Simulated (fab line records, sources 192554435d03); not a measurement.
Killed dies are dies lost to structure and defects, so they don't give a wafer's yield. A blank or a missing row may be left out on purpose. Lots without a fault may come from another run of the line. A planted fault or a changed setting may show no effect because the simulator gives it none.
A struck lot beside a sound one | flow n5_finfet | 16 steps out of a route of 1938
Sound: wafers L387.2, L387.3, L387.6. Struck: wafers L375.1, L375.4, L375.6. The cause comes at the end.
At each step with rows: each side's tool, then ch and its chambers, then its first start. Under that, the readings that differ: sound wafers | struck wafers | difference of the means | sigmas: that difference in standard deviations of wafers without a fault.
alike: readings whose means differ by less than 2 such deviations, and words and numbers that are the same on both sides. not compared: withheld readings, readings that some wafer has no value for, bounds like >300 that may hide the same value, and numbers for which the record gives no deviation and whose values overlap.
The two part at a step that has a row with sigmas, a row that says differs or no value, or rows on one side only. Numbers that don't overlap but have no deviation are shown without sigmas and don't part them. A reading that every wafer of one side lacks parts them only if that side has two wafers or more.

first, 1 step without rows for these wafers: N5_BEOL_M4_SRD_43 (time 30 s).
N5_BEOL_M4_CD_MEAS_35: target cd 18 nm, target cd y 22.4 nm.
  sound on cd_sem-01, day 11 08:31; struck on cd_sem-01, day 13 14:57
  alike: cd_nm
N5_BEOL_M4_DEGAS_44: time 60 s.
  sound on pvd_sputter-02, day 11 08:41; struck on pvd_sputter-03, day 13 15:45
  reading            | sound       | struck      | difference | sigmas
  heater_power_w (W) | 341 338 338 | 272 315 272 | -53        | -2
then, 1 step without rows for these wafers: N5_BEOL_M4_PRE_CLEAN_45 (time 30 s).
N5_BEOL_M4_ALD_84: deposits TaN, pulse time 2 s, purge time 3 s, co reactant purge time 2 s.
  sound on ald_metal-03 ch 1,2,3, day 11 08:59; struck on ald_metal-03 ch 1,2,3, day 13 15:57
  alike: heater_power_w, mfc_carrier_sccm
then, 2 steps without rows for these wafers: N5_BEOL_M4_SURFACE_TREAT_85; N5_BEOL_M4_CVD_47 (deposits Co from CCTBA/H2, target thk 3 nm, time 223.8 s).
N5_BEOL_M4_SPUTTER_48: material Cu, target thk 4.5 nm, time 8.29 s.
  sound on pvd_sputter-03, day 11 09:31; struck on pvd_sputter-01, day 13 16:43
  alike: throttle_valve_pct
N5_BEOL_M4_ANNEAL_49: time 240 s.
  sound on pvd_sputter-03, day 11 09:36; struck on pvd_sputter-01, day 13 16:47
  alike: heater_power_w, susceptor_temp_C
then, 3 steps without rows for these wafers: N5_BEOL_M4_SPUTTER_79 (material Cu, target thk 4.5 nm, time 8.29 s); N5_BEOL_M4_ANNEAL_80 (time 240 s); N5_BEOL_M4_SPUTTER_81 (material Cu, target thk 4.5 nm, time 8.29 s).
N5_BEOL_M4_ANNEAL_82: time 240 s.
  sound on pvd_sputter-03, day 11 10:02; struck on pvd_sputter-01, day 13 17:14
  no value came back on the struck wafers for heater_power_w (W), susceptor_temp_C (C); on the sound wafers heater_power_w (W) reads 844 673 667
N5_BEOL_M4_SPUTTER_86: material Cu, target thk 4.5 nm, time 8.29 s.
  sound on pvd_sputter-03, day 11 10:11; struck on pvd_sputter-01, day 13 17:22
  alike: throttle_valve_pct
N5_BEOL_M4_RC_MEAS_101:
  sound on prober-02 ch 0, day 11 12:35; struck on prober-02 ch 0, day 13 19:34
  alike: DIBL_N, DIBL_P, IOFF_N, IOFF_P, ION_N, ION_P, SS_N, SS_P, VT_N, VT_P
-- the record jumps here: 4 days lie between the struck wafers' starts before and after (it left off in module BEOL_M4 and takes up again in module PASSIVATION, whose first step shown is number 1936 of the route) --
N5_PASSIVATION_PROBE_49:
  sound on prober-01, day 16 04:55; struck on prober-01, day 18 00:04
  reading                  | sound          | struck         | difference | sigmas
  defect_limited_yield (%) | 91.4 90.7 94.4 | 89.3 90.5 88.6 | -2.7       | -2
  killed_at_M4_up          | 13 4 6         | 21 20 21       | +13        | +2
  killed_dies              | 102 110 66     | 126 112 135    | +32        | +2
  sort_n_pass              | 1078 1070 1114 | 1054 1068 1045 | -32        | -2
  sort_yield_pct (%)       | 91.4 90.7 94.4 | 89.3 90.5 88.6 | -2.7       | -2
  alike: killed_at_M0_to_M3, killed_at_contacts, killed_at_front_end, killed_at_other, killed_open, killed_short, sort_bin_5_function, sort_bin_6_memory, sort_bin_8_speed

WHERE THEY PART
First at N5_BEOL_M4_DEGAS_44; last, within this record, at N5_PASSIVATION_PROBE_49.

WHY: what the simulator had put in
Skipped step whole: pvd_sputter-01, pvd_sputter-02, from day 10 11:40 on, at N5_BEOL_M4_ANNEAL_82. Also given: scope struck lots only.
